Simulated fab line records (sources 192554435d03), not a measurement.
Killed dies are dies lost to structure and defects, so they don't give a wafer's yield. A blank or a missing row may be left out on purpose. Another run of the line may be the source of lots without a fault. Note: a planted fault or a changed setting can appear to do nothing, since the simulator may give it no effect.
fab line records	flow n5-finfet
record: lots: 10	wafers: 30	last-day: 17
route steps=1938 shown BEOL_M3@955 MIM_BOT_ETCH@1868 PASS1_CAP@1873 PASSIVATION@1908
lots untouched by any fault: they come from a run of this same line in which no faults occurred
start-h: the number of hours between the record's first day and the start of the first shown wafer of the lot	wait-h: hours elapsed since this lot's preceding step	" same as the row above	L1.1+2: a single row standing in for several wafers	- no value, or no start given	* or withheld: withheld	< > ~ a bound
route shown NAME@n: NAME is a module with steps in the file, n the number in the route of the first one	usual: mean and standard deviation over wafers with no fault	same: alike in all rows	chamber/n: place in a boat	sites: readings site by site	_std_site: the values' standard deviation	_edge_site: outer sites' mean less inner sites'	radius-mm: for every site, how far away it sits from the centre of the wafer	mask NAME#n: copy n	behind: the most recent tool/chamber to have shaped the wafer	hold: what put the lot on hold/how long, in hours/how the hold closed	device: names the non-switching transistor (n, p or np)	end of line: tests run on the same wafers once the route is complete	a step with no rows: only its recipe	killed: the dies lost at the first sort to structure and to defects; this is not the yield of the wafer	map: a wafer's dies, x killed, . not, _ none there
set.NAME: the setting as run; set.NAME@STEP: as run at that earlier step	model.NAME: the simulator's own value behind a step, which no gauge read
steps of the route over a sample of lots; a table a step, a row a wafer
services: the hour from which a tool's chamber was out of use, counted from the record's first day as start-h (under 0 if before that day), plus the number of hours and why
== steps ==
step: N5_BEOL_M3_STRIP_19
recipe: chemistry: O2	power-w: 400	temp-c: 40	pressure-mtorr: 30	rf-frequency-hz: 6e+07	bias-power-w: 0	overash-fraction: 0.2	o2-flow-sccm: 225
usual: chamber-pressure-mTorr: 30.001/0.028	drypump-motor-current-A: 5.9/0.38	oes-product-au: 0.74/0.075	rf-vpp-V: 3.6/0.48	showerhead-plenum-p-Torr: 2.07/0.085	throttle-valve-pct: 16.78/0.2
same: bias-power-w: 0	overash-fraction: 0.2
lot.wafer	tool	chamber	start-h	wait-h	chamber-pressure-mTorr	drypump-motor-current-A	oes-product-au	rf-hours-counter-h	rf-vpp-V	showerhead-plenum-p-Torr	throttle-valve-pct
L872.1	rie-diel-06	3	147.07	0.1	29.985	6.2	0.76	149	3.0	2.09	17.07
L872.2	"	0	"	"	29.970	5.7	0.74	150	3.4	2.08	16.69
L872.3	"	2	"	"	29.976	5.6	0.80	132	3.1	1.93	16.79
L873.2	rie-diel-06	0	153.35	0.1	30.045	5.7	0.75	152	4.0	2.08	16.70
L873.5	"	3	"	"	29.988	6.2	0.76	-	3.8	2.09	17.05
L873.6	"	0	"	"	30.014	5.6	0.74	-	3.6	2.08	16.71
L874.3	rie-diel-05	3	160.42	0.1	30.000	6.2	0.68	204	4.2	2.18	16.92
L874.4	"	2	"	"	30.026	6.2	0.69	222	3.6	1.99	16.50
L874.5	"	2	"	"	30.016	6.2	0.70	-	3.0	1.99	16.47
L876.2	rie-diel-06	2	174.93	0.1	29.961	5.7	0.78	139	4.3	1.93	16.76
L876.3	"	1	"	"	30.006	5.2	0.70	223	4.0	2.07	16.56
L876.4	"	3	"	"	30.005	6.2	0.75	157	4.1	2.09	17.07
L877.1	rie-diel-06	1	176.84	0.1	29.974	5.2	0.71	224	3.0	2.07	16.56
L877.3	"	3	"	"	30.012	6.2	0.75	157	3.2	2.09	17.07
L877.4	"	0	"	"	30.072	5.6	0.75	158	3.6	2.08	16.69
L878.2	rie-diel-06	1	184.71	0.1	30.041	5.2	0.70	227	3.9	2.07	16.57
L878.4	"	2	"	"	30.038	5.7	0.78	143	3.8	1.93	16.79
L878.6	"	2	"	"	29.995	5.6	0.78	-	3.4	1.93	16.78
L882.1	rie-diel-01	0	206.17	0.2	29.967	6.2	0.72	218	2.4	1.99	16.81
L882.3	"	1	"	"	29.975	6.1	0.71	221	4.5	2.06	16.92
L882.4	"	2	"	"	30.043	5.2	0.90	22	3.7	2.06	16.54
L884.1	rie-diel-05	0	219.89	0.1	30.002	6.4	0.95	3	3.1	2.23	16.72
L884.2	"	2	"	"	30.029	6.2	0.68	241	4.3	1.98	16.53
L884.4	"	0	"	"	29.984	6.4	0.95	-	2.8	2.23	16.74
L887.1	rie-diel-05	3	256.25	0.1	30.007	6.2	0.67	235	3.2	2.16	16.98
L887.2	"	1	"	"	29.993	6.0	0.72	188	3.1	2.08	16.52
L887.4	"	1	"	"	29.983	6.0	0.72	-	3.2	2.08	16.52
L893.3	rie-diel-01	3	277.04	0.1	29.978	5.6	0.69	220	3.4	2.17	17.00
L893.4	"	1	"	"	30.007	6.1	0.69	-	3.5	2.06	16.96
L893.5	"	3	"	"	29.965	5.6	0.69	-	3.4	2.17	17.00
step: N5_MIM_BOT_ETCH_ETCH_00
recipe: chemistry: Cl2/BCl3	target: TiN	target-depth-a: 455	ion-energy-ev: 150	pressure-mtorr: 10	icp-w: 1000	bias-w: 126	Cl2_flow_sccm: 53.25	bcl3-flow-sccm: 21.75	Ar_flow_sccm: 25
usual: chamber-pressure-mTorr: 9.999/0.0094	drypump-motor-current-A: 5.8/0.39	mfc-ar-sccm: 25.00/0.078	oes-product-au: 0.77/0.067	throttle-valve-pct: 22.12/0.18
lot.wafer	tool	chamber	start-h	wait-h	chamber-pressure-mTorr	drypump-motor-current-A	mfc-ar-sccm	oes-product-au	rf-hours-counter-h	throttle-valve-pct
L873.2	rie-metal-02	1	277.59	0.1	10.004	5.7	24.92	0.86	14	22.04
L873.5	"	0	"	"	9.985	5.2	25.10	0.76	-	21.93
L873.6	"	1	"	"	9.993	5.8	24.88	0.87	-	22.05
L872.1	rie-metal-01	1	278.35	0.1	10.000	6.2	25.05	0.78	40	22.24
L872.2	"	0	"	"	10.000	5.5	24.96	0.73	61	22.22
L872.3	"	1	"	"	10.011	6.1	25.04	0.79	-	22.22
L874.3	rie-metal-03	0	284.02	0.1	10.016	6.4	25.05	0.65	-	22.14
L874.4	"	1	"	"	9.987	6.0	25.01	0.76	-	22.23
L874.5	"	1	"	"	9.999	6.0	24.97	0.76	-	22.22
L878.2	rie-metal-03	1	300.89	0.1	9.998	6.0	25.06	0.75	55	22.25
L878.4	"	0	"	"	9.994	6.4	24.98	0.65	-	22.15
L878.6	"	1	"	"	9.985	6.0	25.08	0.75	-	22.23
L876.2	rie-metal-01	0	301.08	0.1	10.000	5.4	25.17	0.72	63	22.24
L876.3	"	1	"	"	10.000	6.1	24.95	0.78	-	22.24
L876.4	"	0	"	"	10.001	5.4	25.05	0.71	-	22.25
L877.1	rie-metal-01	0	301.81	0.1	10.004	5.5	24.98	0.71	63	22.23
L877.3	"	1	"	"	10.000	6.2	25.02	0.77	-	22.25
L877.4	"	0	"	"	10.006	5.4	25.10	0.72	-	22.23
L882.1	rie-metal-02	1	338.70	0.1	10.001	5.8	24.93	0.84	18	22.06
L882.3	"	1	"	"	9.990	5.8	24.91	0.85	-	22.04
L882.4	"	0	"	"	10.002	5.2	25.01	0.74	-	21.95
L884.1	rie-metal-02	1	342.88	0.1	9.986	5.8	24.88	0.85	19	22.04
L884.2	"	0	"	"	9.991	5.2	24.96	0.75	50	21.94
L884.4	"	0	"	"	9.995	5.2	25.03	0.74	-	21.94
L887.1	rie-metal-02	1	375.90	0.1	9.992	5.7	24.93	0.84	22	22.07
L887.2	"	0	"	"	10.003	5.2	25.10	0.74	52	21.93
L887.4	"	0	"	"	9.981	5.2	24.97	0.74	-	21.93
L893.3	rie-metal-01	0	400.52	0.1	10.000	5.5	24.96	0.69	-	22.27
L893.4	"	1	"	"	9.987	6.1	25.02	0.75	-	22.25
L893.5	"	0	"	"	9.992	5.5	24.95	0.70	-	22.27
step: N5_PASSIVATION_PECVD_55
recipe: material: SiO2	target-thk-a: 4000	temp-c: 400	precursor: SiH4/N2O	pressure-torr: 2.7	rf-w: 608	time-s: 22.5
usual: heater-power-w: 647/91	showerhead-plenum-p-Torr: 8.20/0.06	throttle-valve-pct: 51/3.4
lot.wafer	tool	chamber	start-h	wait-h	heater-power-w	showerhead-plenum-p-Torr	throttle-valve-pct
L873.2	pecvd-03	0	278.65	0.0	598	8.22	54
L873.5	"	0	"	"	620	8.23	54
L873.6	"	1	"	"	588	8.23	53
L872.1	pecvd-03	0	279.45	0.0	573	8.24	54
L872.2	"	2	"	"	600	8.27	47
L872.3	"	1	"	"	589	8.24	54
L874.3	pecvd-02	0	284.66	0.0	660	8.27	54
L874.4	"	0	"	"	663	8.25	54
L874.5	"	1	"	"	679	8.25	53
L878.2	pecvd-02	0	301.58	0.0	762	8.24	54
L878.4	"	2	"	"	559	8.14	45
L878.6	"	1	"	"	778	8.25	53
L876.2	pecvd-02	1	301.98	0.0	772	8.24	53
L876.3	"	2	"	"	500	8.13	46
L876.4	"	0	"	"	788	8.24	54
L877.1	pecvd-03	2	302.46	0.0	539	8.29	47
L877.3	"	1	"	"	519	8.25	53
L877.4	"	0	"	"	608	8.20	54
L882.1	pecvd-04	0	339.34	0.0	654	8.12	55
L882.3	"	2	"	"	713	8.18	50
L882.4	"	0	"	"	639	8.11	55
L884.1	pecvd-02	1	343.55	0.0	797	8.24	53
L884.2	"	2	"	"	623	8.13	45
L884.4	"	0	"	"	719	8.26	54
L887.1	pecvd-04	1	376.54	0.0	781	8.09	48
L887.2	"	0	"	"	539	8.13	55
L887.4	"	1	"	"	796	8.10	48
L893.3	pecvd-04	2	401.17	0.0	750	8.18	51
L893.4	"	0	"	"	587	8.12	55
L893.5	"	0	"	"	594	8.11	56
step: N5_PASSIVATION_DESCUM_32
recipe: chemistry: O2	time-s: 7.9	source-power-w: 50	bias-power-w: 20	pressure-mtorr: 20	rf-frequency-hz: 2.712e+07	temp-c: 40	o2-flow-sccm: 225
usual: bias-power-w: 20.00/0.057	chamber-pressure-mTorr: 19.998/0.018	drypump-motor-current-A: 5.8/0.37	oes-product-au: 0.82/0.078	rf-vpp-V: 243.2/1.4	showerhead-plenum-p-Torr: 2.10/0.081	throttle-valve-pct: 20.28/0.14
lot.wafer	tool	chamber	start-h	wait-h	bias-power-w	chamber-pressure-mTorr	drypump-motor-current-A	oes-product-au	rf-hours-counter-h	rf-vpp-V	showerhead-plenum-p-Torr	throttle-valve-pct
L872.1	rie-diel-04	2	282.95	0.1	20.04	20.027	6.3	0.94	16	242.7	2.06	20.28
L872.2	"	3	"	"	20.01	20.013	5.6	0.77	100	242.0	2.01	20.16
L872.3	"	1	"	"	20.02	20.009	5.7	0.72	214	244.5	2.17	20.42
L873.2	rie-diel-02	3	284.20	0.2	19.99	19.984	6.3	0.69	241	244.1	2.14	20.14
L873.5	"	1	"	"	20.13	20.003	5.6	0.91	-	244.2	2.23	20.19
L873.6	"	2	"	"	20.04	20.005	5.9	0.72	-	240.9	1.98	20.45
L874.3	rie-diel-03	2	286.68	0.1	20.04	19.993	4.8	0.87	27	242.5	2.04	20.25
L874.4	"	3	"	"	19.96	20.004	6.1	0.80	94	243.4	2.10	20.36
L874.5	"	1	"	"	20.06	20.015	6.3	0.83	-	244.8	2.14	20.51
L878.2	rie-diel-02	2	305.28	0.1	20.03	19.986	5.9	0.71	214	240.7	1.98	20.47
L878.4	"	1	"	"	20.01	19.995	5.6	0.89	21	245.4	2.23	20.18
L878.6	"	0	"	"	19.93	20.019	5.9	0.84	-	244.3	2.10	20.32
L876.2	rie-diel-04	0	306.62	0.0	19.97	19.986	5.5	0.84	78	243.1	2.21	20.19
L876.3	"	3	"	"	19.99	20.039	5.5	0.77	108	242.6	2.00	20.18
L876.4	"	2	"	"	20.06	20.019	6.3	0.92	24	242.9	2.06	20.29
L877.1	rie-diel-02	3	307.07	0.1	19.98	19.964	6.3	0.69	249	242.6	2.14	20.15
L877.3	"	2	"	"	20.07	20.011	5.9	0.71	215	239.7	1.98	20.47
L877.4	"	1	"	"	20.01	19.993	5.6	0.90	22	245.2	2.23	20.19
L882.1	rie-diel-04	2	342.66	0.1	20.02	20.002	6.3	0.91	35	242.2	2.06	20.31
L882.3	"	0	"	"	19.99	19.973	5.6	0.82	90	244.5	2.20	20.21
L882.4	"	1	"	"	20.05	19.997	5.7	0.71	234	244.9	2.16	20.45
L884.1	rie-diel-02	2	347.49	0.4	20.05	19.998	5.9	0.69	231	241.7	1.97	20.49
L884.2	"	1	"	"	20.04	20.002	5.6	0.86	39	245.3	2.22	20.20
L884.4	"	0	"	"	20.07	19.972	5.9	0.82	118	242.7	2.09	20.35
L887.1	rie-diel-04	3	379.01	0.3	20.00	19.986	5.5	0.74	131	242.8	2.00	20.21
L887.2	"	1	"	"	20.08	20.002	5.7	0.70	246	245.9	2.16	20.47
L887.4	"	2	"	"	19.98	19.973	6.3	0.89	47	242.2	2.05	20.35
L893.3	rie-diel-04	2	403.97	0.0	20.03	19.975	6.3	0.89	57	241.6	2.05	20.34
L893.4	"	2	"	"	19.94	19.998	6.3	0.88	-	242.3	2.05	20.35
L893.5	"	0	"	"	19.96	19.999	5.5	0.80	-	245.0	2.20	20.23
step: N5_PASSIVATION_PROBE_49
usual: defect-limited-yield: 91.4/1.5	killed_at_M0_to_M3: 32/9.8	killed_at_M4_up: 15/5.6	killed-at-contacts: 12/5.4	killed-at-front-end: 40/13	killed-at-other: 3.0/2.1	killed-dies: 102/17	killed-on-rim: 14/4.4	killed-open: 67/13	killed-short: 32/7.1	sort_bin_5_function: 5.1/0.96	sort_bin_6_memory: 3.2/0.7	sort_bin_8_speed: 0.0/0.3	sort-n-pass: 1078/18	sort-yield-pct: 91.3/1.5
same: gross-dies: 1180	killed-at-back-side: 0	sort_bin_4_leakage[%]: 0
lot.wafer	tool	chamber	start-h	wait-h	defect-limited-yield[%]	killed_at_M0_to_M3	killed_at_M4_up	killed-at-contacts	killed-at-front-end	killed-at-other	killed-dies	killed-on-rim	killed-open	killed-short	sort_bin_5_function[%]	sort_bin_6_memory[%]	sort_bin_8_speed[%]	sort-n-pass	sort-yield-pct[%]
L878.2	prober-02	-	310.38	0.1	80.7	161	16	12	35	4	228	27	76	29	9.7	5.1	0	952	80.7
L878.4	prober-02	-	310.48	0.2	76.8	183	11	12	65	3	274	33	80	40	13.4	5.4	0	906	76.8
L878.6	prober-02	-	310.58	0.3	78.1	189	10	10	47	3	259	29	82	31	13.3	4.9	0	921	78.1
L877.1	prober-02	-	312.98	0.0	92.7	20	20	21	16	9	86	13	54	31	4.2	2.8	0	1094	92.7
L877.3	prober-02	-	313.08	0.1	92.2	28	17	15	27	5	92	5	63	28	4.8	2.6	0	1088	92.2
L877.4	prober-02	-	313.13	0.2	91.6	24	13	23	35	4	99	14	66	33	5.2	2.9	0	1081	91.6
L882.1	prober-01	-	347.44	0.0	92.5	30	19	11	29	0	89	11	60	26	5.2	2.2	0	1091	92.5
L882.3	prober-01	-	347.54	0.1	89.3	58	17	20	28	3	126	26	72	49	6.4	3.5	0	1054	89.3
L882.4	prober-01	-	347.59	0.2	90.2	50	16	11	35	4	116	14	76	36	5.8	3.8	0	1064	90.2
L884.1	prober-01	-	352.48	0.0	91.3	27	7	11	55	3	103	19	64	36	5.1	3.3	0	1077	91.3
L884.2	prober-01	-	352.53	0.1	89.7	42	22	13	41	3	121	14	70	47	6.2	3.4	0	1059	89.7
L884.4	prober-01	-	352.63	0.2	90.8	29	9	16	48	7	109	15	67	39	6.2	2.9	0	1071	90.8
killed by level:class
L878.2 BEOL_M3:unspecified=123 BEOL_M2:geometric-particle:open=13 MOL_CONTACT_COAG:geometric-particle:open=11 BEOL_M4:geometric-particle:open=10 STI_FIN_REVEAL:geometric-particle:open=8 FIN_SAQP:geometric-particle:short=7 DUMMY_GATE:geometric-particle:open=7 BEOL_M3:geometric-particle:open=7
L878.4 BEOL_M3:unspecified=147 STI_FIN_REVEAL:geometric-particle:open=27 BEOL_M1:geometric-particle:open=14 FIN_SAQP:geometric-particle:short=11 MOL_CONTACT_COAG:geometric-particle:open=8 HKMG_FIN:area-etch=7 STI_FIN_REVEAL:geometric-particle:short=6 BEOL_M0_SAQP:geometric-particle:open=5
L878.6 BEOL_M3:unspecified=146 STI_FIN_REVEAL:geometric-particle:open=20 BEOL_M3:geometric-particle:open=14 MOL_CONTACT_COAG:geometric-particle:open=8 STI_FIN_REVEAL:geometric-particle:short=7 BEOL_M2:geometric-particle:open=7 BEOL_M0_SAQP:geometric-particle:open=6 BEOL_M4:geometric-particle:open=6
L877.1 MOL_CONTACT_COAG:geometric-particle:open=18 BEOL_M4:geometric-particle:open=11 BEOL_M0_SAQP:geometric-particle:short=10 PASS1_DEP:geometric-particle:short=5 FIN_SAQP:geometric-particle:open=4 GATE_CUT:geometric-particle:short=4 MOL_CONTACT_COAG:geometric-particle:short=3 BEOL_M0_SAQP:geometric-particle:open=3
L877.3 MOL_CONTACT_COAG:geometric-particle:open=14 BEOL_M4:geometric-particle:open=9 BEOL_M0_SAQP:geometric-particle:open=7 BEOL_M0_SAQP:geometric-particle:short=6 BEOL_M1:geometric-particle:open=6 BEOL_M4:geometric-particle:short=5 STARTING-WAFER:geometric-particle:open=5 BEOL_M0:geometric-particle:open=4
L877.4 MOL_CONTACT_COAG:geometric-particle:open=17 BEOL_M4:geometric-particle:open=9 FIN_SAQP:geometric-particle:open=7 ILD0:geometric-particle:short=6 MOL_CONTACT_COAG:geometric-particle:short=6 FIN_SAQP:geometric-particle:short=5 BEOL_M0:geometric-particle:open=5 ILD0:geometric-particle:open=4
L882.1 BEOL_M1:geometric-particle:open=9 MOL_CONTACT_COAG:geometric-particle:open=8 BEOL_M0_SAQP:geometric-particle:open=6 STARTING-WAFER:geometric-particle:short=6 DUMMY_GATE:geometric-particle:open=5 BEOL_M4:geometric-particle:open=5 BEOL_M6:geometric-particle:open=5 BEOL_M2:geometric-particle:open=4
L882.3 MOL_CONTACT_COAG:geometric-particle:open=16 BEOL_M0_SAQP:geometric-particle:short=13 BEOL_M3:geometric-particle:open=11 BEOL_M1:geometric-particle:short=8 BEOL_M1:geometric-particle:open=8 FIN_SAQP:geometric-particle:short=7 STI_FIN_REVEAL:geometric-particle:open=7 BEOL_M4:geometric-particle:open=7
L882.4 FIN_SAQP:geometric-particle:short=9 MOL_CONTACT_COAG:geometric-particle:open=9 BEOL_M1:geometric-particle:open=9 FIN_SAQP:geometric-particle:open=8 BEOL_M2:geometric-particle:open=8 BEOL_M3:geometric-particle:open=8 BEOL_M0_SAQP:geometric-particle:open=7 BEOL_M0_SAQP:geometric-particle:short=6
L884.1 FIN_SAQP:geometric-particle:open=16 STI_FIN_REVEAL:geometric-particle:open=11 FIN_SAQP:geometric-particle:short=8 MOL_CONTACT_COAG:geometric-particle:open=8 DUMMY_GATE:geometric-particle:open=8 BEOL_M0_SAQP:geometric-particle:short=6 BEOL_M0_SAQP:geometric-particle:open=4 BEOL_M2:geometric-particle:open=4
L884.2 MOL_CONTACT_COAG:geometric-particle:open=11 BEOL_M0_SAQP:geometric-particle:open=9 BEOL_M4:geometric-particle:open=9 FIN_SAQP:geometric-particle:short=7 BEOL_M0_SAQP:geometric-particle:short=7 BEOL_M3:geometric-particle:open=7 GATE_CUT:geometric-particle:short=6 FIN_SAQP:geometric-particle:open=5
L884.4 MOL_CONTACT_COAG:geometric-particle:open=13 FIN_SAQP:geometric-particle:open=10 STI_FIN_REVEAL:geometric-particle:open=9 BEOL_M3:geometric-particle:open=9 FIN_SAQP:geometric-particle:short=7 STARTING-WAFER:geometric-particle:short=5 BEOL_M0_SAQP:geometric-particle:short=4 BEOL_M0_SAQP:geometric-particle:open=4
== services ==
tool	chamber	start-h	hours	kind
rie-diel-01	3	123.80	3.1	repair
rie-metal-01	-	154.78	0.8	repair
pecvd-04	-	162.33	0.7	repair
pecvd-03	-	181.69	5.5	pm
rie-diel-06	0	190.33	6.5	repair
pecvd-02	-	191.46	0.7	repair
rie-diel-06	2	195.78	28.7	repair
rie-metal-03	-	196.00	0.4	repair
rie-diel-05	1	197.55	24.1	repair
rie-metal-02	-	203.10	2.8	pm
pecvd-02	-	206.66	0.6	repair
rie-diel-03	-	212.07	0.1	repair
pecvd-02	-	219.26	2.8	pm
rie-metal-03	1	230.89	8.2	repair
pecvd-02	2	232.76	12.9	repair
rie-diel-04	3	238.86	7.2	repair
rie-diel-05	1	244.64	5.5	repair
rie-diel-01	0	249.43	3.8	repair
rie-metal-03	-	256.46	0.2	repair
rie-diel-01	2	265.90	16.8	repair
rie-diel-02	0	349.30	4.2	repair
rie-diel-05	-	370.65	0.8	repair
rie-diel-06	2	372.79	4.4	repair
pecvd-03	-	375.85	0.7	repair
== key ==
first-sign: step: N5_PASSIVATION_PROBE_49	reading: killed_at_M0_to_M3	direction: up	sigmas: 15	usual: 32	struck: 178
effect: step: N5_PASSIVATION_PROBE_49	reading: defect-limited-yield	direction: down	sigmas: 8.8	usual: 91.4	struck: 78.5
more-kills-born-at: N5_BEOL_M3_STRIP_19@rie-diel-06: 416
met-at N5_BEOL_M3_STRIP_19
struck-lots L878
not-acting-at N5_MIM_BOT_ETCH_ETCH_00,N5_PASSIVATION_PECVD_55,N5_PASSIVATION_DESCUM_32
onset-between 176.84 184.71
earlier-fault: kind: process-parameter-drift	tool: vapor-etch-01	chamber: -	onset-h: 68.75	steps: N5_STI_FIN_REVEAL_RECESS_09	channel: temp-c	offset: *	shape: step	acts-in: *	stated: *
fault: kind: chamber-particle-source	tool: rie-diel-06	chamber: -	onset-h: 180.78	steps: N5_BEOL_M3_STRIP_19	rate-per-visit-cm2: 1.9229	until-the-next-wet-clean: True
